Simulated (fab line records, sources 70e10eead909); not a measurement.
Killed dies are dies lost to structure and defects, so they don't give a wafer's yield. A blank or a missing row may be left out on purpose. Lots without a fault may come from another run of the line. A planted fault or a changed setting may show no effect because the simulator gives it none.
fab line records | flow nand_harc
record lots=5 wafers=15 last_day=24
route steps=1159 shown A_CONTACT@926
lots that met no fault: from a run of the same line without faults
start_h: hours from the record's first day to the start of the lot's first wafer shown | wait_h: hours since the lot's step before | " the same as in the row above | L1.1+2: a row that stands for several wafers | - no value, or no start given | * or withheld: withheld | < > ~ a bound
route shown NAME@n: a module of which the file shows steps, and the number in the route of the first | usual: mean/standard deviation of fault-free wafers | same: alike in all rows | chamber/n: place in a boat | sites: the reading at each site | _std_site: their standard deviation | _edge_site: outer sites' mean less inner sites' | radius_mm: how far each site lies from the wafer's centre | mask NAME#n: copy n | behind: the tool/chamber that last shaped the wafer | hold: why the lot was held/for how many hours/how that ended | device: the transistor (n, p or np) that didn't switch | end of line: the same wafers' tests at the end of the route | a step without rows: its recipe alone | killed: dies lost to structure and defects at the first sort, not the wafer's yield | map: a wafer's dies, x killed, . not, _ none there
set.NAME: the setting as run; set.NAME@STEP: as run at that earlier step | model.NAME: the simulator's own value behind a step, which no gauge read
lots at some steps of the route; a table a step, a row a wafer
services: from which hour (start_h, from the record's first day; less than 0 if before it) a tool's chamber was out of use, for how many hours, and why
## steps
# step NHARC_A_CONTACT_HMDS_01
# recipe time_s=30
# columns lot.wafer tool chamber start_h wait_h
L079.2+4+6 litho_track-01 0 - -
L081.1+5+6 litho_track-06 0 - -
L091.3+4+5 litho_track-04 0 - -
L096.1+2+6 litho_track-06 0 - -
L094.1+3+5 litho_track-01 0 - -
# step NHARC_A_CONTACT_COAT_86
# recipe temp_c=260 time_s=75
# usual heater_power_total_W=486.7/1.7
# columns lot.wafer tool chamber start_h wait_h heater_power_total_W
L079.2 litho_track-01 0 - - 489.1
L079.4 " 0 " " 484.5
L079.6 " 0 " " 484.8
L081.1 litho_track-06 0 - - 485.2
L081.5 " 0 " " 487.4
L081.6 " 0 " " 484.7
L091.3 litho_track-04 0 - - 486.8
L091.4 " 0 " " 488.9
L091.5 " 0 " " 486.8
L096.1 litho_track-06 0 - - 489.5
L096.2 " 0 " " 488.7
L096.6 " 0 " " 485.6
L094.1 litho_track-01 0 - - 486.0
L094.3 " 0 " " 487.2
L094.5 " 0 " " 484.9
# step NHARC_A_CONTACT_COAT_87
# recipe temp_c=225 time_s=65
# usual heater_power_total_W=446.7/2
# columns lot.wafer tool chamber start_h wait_h heater_power_total_W
L079.2 litho_track-01 0 - - 448.3
L079.4 " 0 " " 446.5
L079.6 " 0 " " 445.2
L081.1 litho_track-06 0 - - 448.3
L081.5 " 0 " " 449.6
L081.6 " 0 " " 446.2
L091.3 litho_track-04 0 - - 448.2
L091.4 " 0 " " 446.1
L091.5 " 0 " " 445.7
L096.1 litho_track-06 0 - - 449.4
L096.2 " 0 " " 447.0
L096.6 " 0 " " 446.4
L094.1 litho_track-01 0 - - 447.5
L094.3 " 0 " " 445.0
L094.5 " 0 " " 447.1
# step NHARC_A_CONTACT_COAT_02
# recipe spin_rpm=1500 resist_thk_nm=90
# columns lot.wafer tool chamber start_h wait_h
L079.2+4+6 litho_track-01 0 - -
L081.1+5+6 litho_track-06 0 - -
L091.3+4+5 litho_track-04 0 - -
L096.1+2+6 litho_track-06 0 - -
L094.1+3+5 litho_track-01 0 - -
# step NHARC_A_CONTACT_SOFTBAKE_03
# recipe temp_c=105 time_s=55
# usual heater_power_total_W=188.45/0.13
# columns lot.wafer tool chamber start_h wait_h heater_power_total_W
L079.2 litho_track-01 0 - - 188.44
L079.4 " 0 " " 188.28
L079.6 " 0 " " 188.82
L081.1 litho_track-06 0 - - 188.52
L081.5 " 0 " " 188.71
L081.6 " 0 " " 188.78
L091.3 litho_track-04 0 - - 188.30
L091.4 " 0 " " 188.44
L091.5 " 0 " " 188.38
L096.1 litho_track-06 0 - - 188.45
L096.2 " 0 " " 188.50
L096.6 " 0 " " 188.42
L094.1 litho_track-01 0 - - 188.44
L094.3 " 0 " " 188.24
L094.5 " 0 " " 188.45
# step NHARC_A_CONTACT_EBR_04
# columns lot.wafer tool chamber start_h wait_h
L079.2+4+6 litho_track-01 0 - -
L081.1+5+6 litho_track-06 0 - -
L091.3+4+5 litho_track-04 0 - -
L096.1+2+6 litho_track-06 0 - -
L094.1+3+5 litho_track-01 0 - -
# step NHARC_A_CONTACT_EXPOSE_05
# recipe na=1.35 sigma_outer=0.8 dose_mj=84.24 mask_id=A_CC
# usual focus_offset_nm=0.1/0.51
# columns lot.wafer tool chamber start_h wait_h mask focus_offset_nm
L079.2 arfi_scanner-03 0 417.72 - A_CC#0 0.0
L079.4 " 0 " " A_CC#0 -0.1
L079.6 " 0 " " A_CC#0 -0.6
L081.1 arfi_scanner-01 0 419.41 - A_CC#0 0.3
L081.5 " 0 " " A_CC#0 1.0
L081.6 " 0 " " A_CC#0 0.7
L091.3 arfi_scanner-02 0 482.78 - A_CC#0 -0.1
L091.4 " 0 " " A_CC#0 0.3
L091.5 " 0 " " A_CC#0 0.3
L096.1 arfi_scanner-02 0 518.68 - A_CC#0 0.4
L096.2 " 0 " " A_CC#0 1.1
L096.6 " 0 " " A_CC#0 -0.4
L094.1 arfi_scanner-03 0 522.96 - A_CC#0 0.0
L094.3 " 0 " " A_CC#0 0.4
L094.5 " 0 " " A_CC#0 -0.2
# step NHARC_A_CONTACT_PEB_06
# recipe peb_temp_c=100 peb_time_s=65
# usual heater_power_total_W=156.6/0.4
# same peb_time_s=65
# columns lot.wafer tool chamber start_h wait_h heater_power_total_W
L079.2 litho_track-01 0 417.78 0.1 155.9
L079.4 " 0 " " 157.0
L079.6 " 0 " " 156.1
L081.1 litho_track-04 0 419.48 0.1 157.2
L081.5 " 0 " " 157.2
L081.6 " 0 " " 157.0
L091.3 litho_track-04 0 482.83 0.0 156.8
L091.4 " 0 " " 156.1
L091.5 " 0 " " 156.1
L096.1 litho_track-04 0 518.74 0.1 155.9
L096.2 " 0 " " 157.0
L096.6 " 0 " " 156.0
L094.1 litho_track-06 0 523.02 0.1 156.8
L094.3 " 0 " " 156.4
L094.5 " 0 " " 156.7
# step NHARC_A_CONTACT_DEVELOP_07
# recipe develop_time_s=35 dev_temp_c=23
# columns lot.wafer tool chamber start_h wait_h
L079.2+4+6 litho_track-01 0 - -
L081.1+5+6 litho_track-04 0 - -
L091.3+4+5 litho_track-04 0 - -
L096.1+2+6 litho_track-04 0 - -
L094.1+3+5 litho_track-06 0 - -
# step NHARC_A_CONTACT_CD_MEAS_08
# recipe target_cd_nm=100 landing_energy_ev=500
# usual cd_nm=100.0/0.51
# columns lot.wafer tool chamber start_h wait_h cd_nm
L079.2 cd_sem-03 0 417.86 - 100.9
L079.4 " 0 " " 99.7
L079.6 " 0 " " 100.1
L081.1 cd_sem-03 0 419.55 - 100.2
L081.5 " 0 " " 99.4
L081.6 " 0 " " 100.9
L091.3 cd_sem-01 0 482.92 - 100.1
L091.4 " 0 " " 100.2
L091.5 " 0 " " 99.2
L096.1 cd_sem-03 0 518.82 - 99.8
L096.2 " 0 " " 100.5
L096.6 " 0 " " 100.4
L094.1 cd_sem-01 0 523.10 - 100.0
L094.3 " 0 " " 99.7
L094.5 " 0 " " 99.3
# step NHARC_A_CONTACT_OVL_MEAS_09
# usual overlay_x_nm=0.0/0.84 overlay_y_nm=0.4/0.71
# columns lot.wafer tool chamber start_h wait_h overlay_x_nm overlay_y_nm
L079.2 overlay-02 - 417.94 - -0.4 0.2
L079.4 " - " " 0.0 0.4
L079.6 " - " " -0.2 0.6
L081.1 overlay-01 - 419.64 - 0.4 -0.7
L081.5 " - " " 0.1 -0.6
L081.6 " - " " -0.3 -0.1
L091.3 overlay-02 - 483.00 - -0.2 0.2
L091.4 " - " " -0.2 0.1
L091.5 " - " " -0.7 0.1
L096.1 overlay-01 - 518.91 - 1.7 0.5
L096.2 " - " " 1.1 -0.4
L096.6 " - " " 1.1 0.9
L094.1 overlay-01 - 523.19 - 1.4 1.0
L094.3 " - " " 2.2 1.1
L094.5 " - " " 1.7 0.8
# step NHARC_A_CONTACT_INSPECT_10
# usual raw_defect_count=30/15
# columns lot.wafer tool chamber start_h wait_h raw_defect_count
L079.2 defect_inspect-02 - 417.98 0.0 11
L079.4 " - " " 19
L079.6 " - " " 11
L081.1 defect_inspect-01 - 419.68 0.0 48
L081.5 " - " " 53
L081.6 " - " " 40
L091.3 defect_inspect-02 - 483.04 0.0 10
L091.4 " - " " 11
L091.5 " - " " 23
L096.1 defect_inspect-02 - 518.95 0.0 13
L096.2 " - " " 19
L096.6 " - " " 19
L094.1 defect_inspect-01 - 523.22 0.0 62
L094.3 " - " " 59
L094.5 " - " " 55
# step NHARC_A_CONTACT_DESCUM_13
# recipe time_s=3 o2_flow_sccm=200 ar_flow_sccm=0 bias_power_w=0 chemistry=O2
# usual drypump_motor_current_A=5.7/0.45 mfc_ar_sccm=0.006/0.0099 oes_product_au=1.000/0.012 rf_vpp_V=57.7/0.88 showerhead_plenum_p_Torr=1.86/0.08 throttle_valve_pct=11.313/0.0082
# columns lot.wafer tool chamber start_h wait_h drypump_motor_current_A mfc_ar_sccm oes_product_au rf_hours_counter_h rf_vpp_V showerhead_plenum_p_Torr throttle_valve_pct
L079.4 rie_diel-13 2 418.05 0.1 5.7 0.002 0.996 51 58.6 1.82 11.321
L079.2 " 3 " " 5.7 0.000 1.004 50 57.9 1.93 11.317
L079.6 " 1 " " 5.6 0.030 1.010 - 57.6 1.91 11.306
L081.1 rie_diel-05 2 419.75 0.1 6.7 0.004 0.987 15 57.0 1.81 11.321
L081.6 " 1 " " 5.2 0 1.007 - 56.1 1.79 11.319
L081.5 " 2 " " 6.7 0.004 0.992 - 58.7 1.81 11.310
L091.3 rie_diel-05 0 483.10 0.1 5.8 0 1.004 30 58.2 1.78 11.294
L091.4 " 1 " " 5.2 0 0.985 27 58.2 1.79 11.312
L091.5 " 0 " " 5.9 0 0.995 - 59.0 1.78 11.306
L096.1 rie_diel-02 0 519.01 0.1 6.4 0.009 1.004 1 60.0 2.08 11.318
L096.2 " 2 " " 5.4 0 1.026 1 58.6 1.98 11.305
L096.6 " 2 " " 5.4 0 1.020 - 57.1 1.98 11.318
L094.3 rie_diel-13 1 523.30 0.1 5.6 0.030 1.017 23 57.3 1.90 11.323
L094.1 " 2 " " 5.6 0.002 0.991 25 56.8 1.81 11.304
L094.5 " 0 " " 5.1 0 1.011 - 56.3 1.80 11.315
# step NHARC_A_CONTACT_ETCH_88
# recipe target_depth_a=390 over_etch_frac=0.3 time_s=65 ion_energy_ev=80 cf4_flow_sccm=150 ar_flow_sccm=0 rf_w=300 bias_w=100 chemistry=CF4
# usual drypump_motor_current_A=5.7/0.47 mfc_ar_sccm=0.005/0.0089 oes_product_au=0.999/0.011 rf_vpp_V=150.6/1.2 showerhead_plenum_p_Torr=1.72/0.068 throttle_valve_pct=13.285/0.0091
# columns lot.wafer tool chamber start_h wait_h drypump_motor_current_A mfc_ar_sccm oes_product_au rf_hours_counter_h rf_vpp_V showerhead_plenum_p_Torr throttle_valve_pct
L079.4 rie_diel-13 3 418.13 0.1 5.7 0.000 1.008 50 151.1 1.78 13.286
L079.2 " 1 " " 5.6 0.030 1.007 49 151.4 1.76 13.287
L079.6 " 3 " " 5.7 0.000 1.006 - 151.2 1.78 13.301
L081.1 rie_diel-05 1 419.84 0.1 5.2 0 0.995 15 148.8 1.67 13.290
L081.5 " 3 " " 5.7 0.019 0.991 - 153.4 1.83 13.293
L081.6 " 0 " " 5.9 0 1.004 - 148.9 1.66 13.289
L091.3 rie_diel-05 1 483.20 0.1 5.2 0 0.986 27 150.3 1.66 13.270
L091.4 " 3 " " 5.7 0.019 0.980 30 151.5 1.83 13.271
L091.5 " 1 " " 5.2 0 0.990 - 149.4 1.66 13.282
L096.1 rie_diel-02 0 519.29 0.3 6.4 0.009 1.006 1 153.5 1.91 13.282
L096.2 " 2 " " 5.4 0 1.018 1 152.7 1.82 13.294
L096.6 " 2 " " 5.4 0 1.008 - 151.7 1.82 13.289
L094.3 rie_diel-13 3 523.44 0.1 5.7 0.000 0.992 25 151.8 1.77 13.276
L094.1 " 0 " " 5.1 0 0.994 24 149.5 1.67 13.287
L094.5 " 2 " " 5.7 0.002 0.992 - 150.3 1.68 13.285
# step NHARC_A_CONTACT_ETCH_89
# recipe target_depth_a=2600 over_etch_frac=0.3 time_s=475.3 ion_energy_ev=200 n2_flow_sccm=150 h2_flow_sccm=150 ar_flow_sccm=0 rf_w=400 bias_w=150 chemistry=N2/H2
# usual drypump_motor_current_A=5.7/0.45 mfc_ar_sccm=0.006/0.0094 oes_product_au=1.000/0.011 rf_vpp_V=429.0/2.6 showerhead_plenum_p_Torr=1.99/0.089 throttle_valve_pct=14.172/0.0097
# columns lot.wafer tool chamber start_h wait_h drypump_motor_current_A mfc_ar_sccm oes_product_au rf_hours_counter_h rf_vpp_V showerhead_plenum_p_Torr throttle_valve_pct
L079.4 rie_diel-13 2 - - 5.7 0.002 0.984 51 426.9 1.94 14.165
L079.2 " 3 " " 5.7 0.000 0.995 50 432.0 2.06 14.191
L079.6 " 0 " " 5.1 0 0.992 - 426.8 1.93 14.172
L081.1 rie_diel-05 3 - - 5.6 0.019 0.993 17 431.8 2.12 14.170
L081.5 " 0 " " 5.9 0 0.993 - 426.1 1.90 14.166
L081.6 " 1 " " 5.2 0 0.996 - 426.4 1.91 14.177
L091.3 rie_diel-05 1 - - 5.2 0 0.998 27 425.8 1.90 14.186
L091.4 " 2 " " 6.7 0.004 0.988 27 427.8 1.93 14.172
L091.5 " 2 " " 6.7 0.004 0.995 - 426.7 1.93 14.171
L096.2 rie_diel-02 0 - - 6.4 0.009 1.025 1 435.3 2.22 14.163
L096.1 " 1 " " 5.9 0 1.001 1 428.8 2.01 14.187
L096.6 " 0 " " 6.4 0.009 1.002 - 436.5 2.22 14.183
L094.3 rie_diel-13 1 - - 5.6 0.030 1.010 23 430.8 2.02 14.150
L094.1 " 2 " " 5.7 0.002 0.990 25 426.7 1.93 14.170
L094.5 " 1 " " 5.6 0.030 1.012 - 430.1 2.02 14.157
# step NHARC_A_CONTACT_ETCH_30
# recipe target_depth_a=605 time_s=30.2 cf4_flow_sccm=100 chf3_flow_sccm=30 ar_flow_sccm=0 rf_w=500 bias_w=200 chemistry=CF4/CHF3
# usual drypump_motor_current_A=5.8/0.46 mfc_ar_sccm=0.006/0.0098 oes_product_au=0.936/0.021 rf_vpp_V=369.2/2.3 showerhead_plenum_p_Torr=1.54/0.063 throttle_valve_pct=16.803/0.009
# columns lot.wafer tool chamber start_h wait_h drypump_motor_current_A mfc_ar_sccm oes_product_au rf_hours_counter_h rf_vpp_V showerhead_plenum_p_Torr throttle_valve_pct
L079.4 rie_diel-13 1 - - 5.6 0.030 0.932 49 369.5 1.57 16.797
L079.2 " 3 " " 5.8 0.000 0.936 50 372.3 1.58 16.795
L079.6 " 1 " " 5.5 0.030 0.934 - 369.6 1.57 16.805
L081.1 rie_diel-05 2 - - 6.6 0.004 0.923 15 367.1 1.50 16.819
L081.5 " 2 " " 6.6 0.004 0.931 - 367.8 1.50 16.798
L081.6 " 3 " " 5.7 0.019 0.922 - 373.2 1.63 16.815
L091.4 rie_diel-05 2 - - 6.7 0.004 0.912 27 366.2 1.49 16.803
L091.3 " 1 " " 5.2 0 0.907 28 366.9 1.48 16.803
L091.5 " 2 " " 6.7 0.004 0.913 - 368.4 1.49 16.806
L096.2 rie_diel-02 0 - - 6.4 0.009 0.955 2 374.1 1.70 16.808
L096.1 " 1 " " 6.0 0 0.939 2 370.5 1.55 16.809
L096.6 " 0 " " 6.4 0.009 0.966 - 375.6 1.70 16.790
L094.1 rie_diel-13 1 - - 5.6 0.030 0.936 24 369.6 1.56 16.804
L094.3 " 3 " " 5.7 0.000 0.916 25 368.9 1.57 16.810
L094.5 " 1 " " 5.6 0.030 0.938 - 369.8 1.56 16.796
# step NHARC_A_CONTACT_ETCH_31
# recipe target_depth_a=20000 over_etch_frac=0.3 time_s=520 ion_energy_ev=150 o2_flow_sccm=400 cos_flow_sccm=20 ar_flow_sccm=0 rf_w=500 bias_w=300 chemistry=O2/COS
# usual cos_flow_sccm=20.00/0.059 drypump_motor_current_A=5.8/0.44 mfc_ar_sccm=0.005/0.0088 oes_product_au=0.998/0.011 rf_vpp_V=313.2/2 showerhead_plenum_p_Torr=3.05/0.13 throttle_valve_pct=28.330/0.0097
# columns lot.wafer tool chamber start_h wait_h cos_flow_sccm drypump_motor_current_A mfc_ar_sccm oes_product_au rf_hours_counter_h rf_vpp_V showerhead_plenum_p_Torr throttle_valve_pct
L079.4 rie_diel-13 0 - - 20.00 5.1 0 1.010 49 312.4 2.96 28.336
L079.2 " 1 " " 20.12 5.6 0.030 1.008 49 313.6 3.11 28.358
L079.6 " 2 " " 20.05 5.7 0.002 1.010 - 312.2 2.98 28.327
L081.1 rie_diel-05 0 - - 19.98 5.9 0 0.994 17 311.7 2.92 28.329
L081.5 " 0 " " 19.98 5.9 0 1.001 - 311.2 2.92 28.334
L081.6 " 1 " " 20.05 5.2 0 0.992 - 311.7 2.94 28.329
L091.3 rie_diel-05 1 - - 20.08 5.2 0 0.974 28 311.0 2.93 28.326
L091.4 " 3 " " 20.01 5.7 0.019 0.978 30 316.6 3.23 28.304
L091.5 " 1 " " 19.97 5.2 0 0.994 - 310.9 2.93 28.321
L096.2 rie_diel-02 0 - - 19.90 6.4 0.009 1.013 2 317.4 3.37 28.323
L096.1 " 1 " " 20.05 5.9 0 1.001 2 312.9 3.08 28.339
L096.6 " 1 " " 20.12 5.9 0 0.994 - 313.7 3.08 28.323
L094.1 rie_diel-13 3 - - 20.02 5.7 0.000 0.990 25 314.3 3.13 28.339
L094.3 " 2 " " 19.98 5.7 0.002 1.005 25 310.7 2.96 28.336
L094.5 " 3 " " 20.04 5.7 0.000 0.995 - 314.2 3.12 28.321
# step NHARC_A_CONTACT_ETCH_134
# recipe source_w=withheld pressure_mtorr=20 bias_v=withheld time_s=140 target_depth_a=7000 ar_flow_sccm=withheld c4f8_flow_sccm=withheld o2_flow_sccm=withheld chemistry=C4F8/O2/Ar
# columns lot.wafer tool chamber start_h wait_h rf_hours_counter_h
L079.2 har_cap_etch-03 0 419.06 - 87
L079.4 " 0 " " -
L079.6 " 1 " " -
L081.1 har_cap_etch-01 0 420.77 - 69
L081.6 " 1 " " -
L081.5 " 0 " " -
L091.3 har_cap_etch-01 0 484.23 - -
L091.4 " 1 " " -
L091.5 " 1 " " -
L096.2 har_cap_etch-03 0 521.09 - 103
L096.1 " 1 " " 103
L096.6 " 0 " " -
L094.1 har_cap_etch-03 0 524.34 - 104
L094.3 " 0 " " -
L094.5 " 1 " " -
# step NHARC_A_CONTACT_ETCH_135
# recipe source_w=withheld pressure_mtorr=20 bias_v=3000 time_s=132 target_depth_a=12870 ar_flow_sccm=withheld c4f8_flow_sccm=withheld o2_flow_sccm=withheld chemistry=C4F8/O2/Ar
# columns lot.wafer tool chamber start_h wait_h rf_hours_counter_h
L079.2 har_cap_etch-03 0 419.25 0.2 87
L079.4 " 0 " " -
L079.6 " 1 " " -
L081.1 har_cap_etch-01 0 420.96 0.2 69
L081.6 " 1 " " -
L081.5 " 0 " " -
L091.3 har_cap_etch-01 0 484.41 0.1 -
L091.4 " 1 " " -
L091.5 " 1 " " -
L096.2 har_cap_etch-03 0 521.29 0.2 103
L096.1 " 1 " " 103
L096.6 " 0 " " -
L094.1 har_cap_etch-03 0 524.54 0.2 104
L094.3 " 0 " " -
L094.5 " 1 " " -
# step NHARC_A_CONTACT_ETCH_136
# recipe source_w=withheld pressure_mtorr=20 bias_v=3000 time_s=132 target_depth_a=12870 ar_flow_sccm=withheld c4f8_flow_sccm=withheld o2_flow_sccm=withheld chemistry=C4F8/O2/Ar
# columns lot.wafer tool chamber start_h wait_h rf_hours_counter_h
L079.2 har_cap_etch-03 0 419.38 0.1 87
L079.4 " 0 " " -
L079.6 " 1 " " -
L081.1 har_cap_etch-01 0 421.08 0.1 69
L081.6 " 1 " " -
L081.5 " 0 " " -
L091.3 har_cap_etch-01 0 484.53 0.1 -
L091.4 " 1 " " -
L091.5 " 1 " " -
L096.2 har_cap_etch-03 0 521.41 0.1 103
L096.1 " 1 " " 103
L096.6 " 0 " " -
L094.1 har_cap_etch-03 0 524.66 0.1 104
L094.3 " 0 " " -
L094.5 " 1 " " -
# step NHARC_A_CONTACT_ETCH_137
# recipe source_w=withheld pressure_mtorr=20 bias_v=3000 time_s=132 target_depth_a=12870 ar_flow_sccm=withheld c4f8_flow_sccm=withheld o2_flow_sccm=withheld chemistry=C4F8/O2/Ar
# columns lot.wafer tool chamber start_h wait_h rf_hours_counter_h
L079.2 har_cap_etch-03 0 419.50 0.1 87
L079.4 " 0 " " -
L079.6 " 1 " " -
L081.1 har_cap_etch-01 0 421.20 0.1 69
L081.6 " 1 " " -
L081.5 " 0 " " -
L091.3 har_cap_etch-01 0 484.65 0.1 -
L091.4 " 1 " " -
L091.5 " 1 " " -
L096.2 har_cap_etch-03 0 521.53 0.1 103
L096.1 " 1 " " 103
L096.6 " 0 " " -
L094.1 har_cap_etch-03 0 524.78 0.1 104
L094.3 " 0 " " -
L094.5 " 1 " " -
## services
# columns tool chamber start_h hours kind
har_cap_etch-03 - 394.48 0.3 repair
har_cap_etch-01 - 396.31 0.3 repair
rie_diel-05 0 398.72 - clean
rie_diel-05 1 398.72 - clean
rie_diel-05 2 398.72 - clean
rie_diel-05 3 398.72 - clean
rie_diel-13 1 404.80 1.4 repair
rie_diel-13 0 408.13 - clean
arfi_scanner-03 - 413.44 2.8 repair
arfi_scanner-02 - 428.00 4.0 pm
litho_track-01 - 433.06 - consumable_replace:filter
arfi_scanner-02 - 438.16 4.1 repair
litho_track-01 - 443.00 7.0 pm
rie_diel-13 - 453.05 9.0 pm
litho_track-06 - 467.00 7.0 pm
arfi_scanner-01 - 470.30 85.9 repair
arfi_scanner-03 - 484.83 4.0 pm
litho_track-04 - 491.00 7.0 pm
arfi_scanner-02 - 492.10 0.7 repair
rie_diel-02 - 504.89 9.0 pm
rie_diel-05 - 517.60 9.0 pm
rie_diel-02 3 518.70 3.7 repair
har_cap_etch-01 - 518.88 7.5 repair
arfi_scanner-02 - 524.41 2.2 repair
## key
fault none
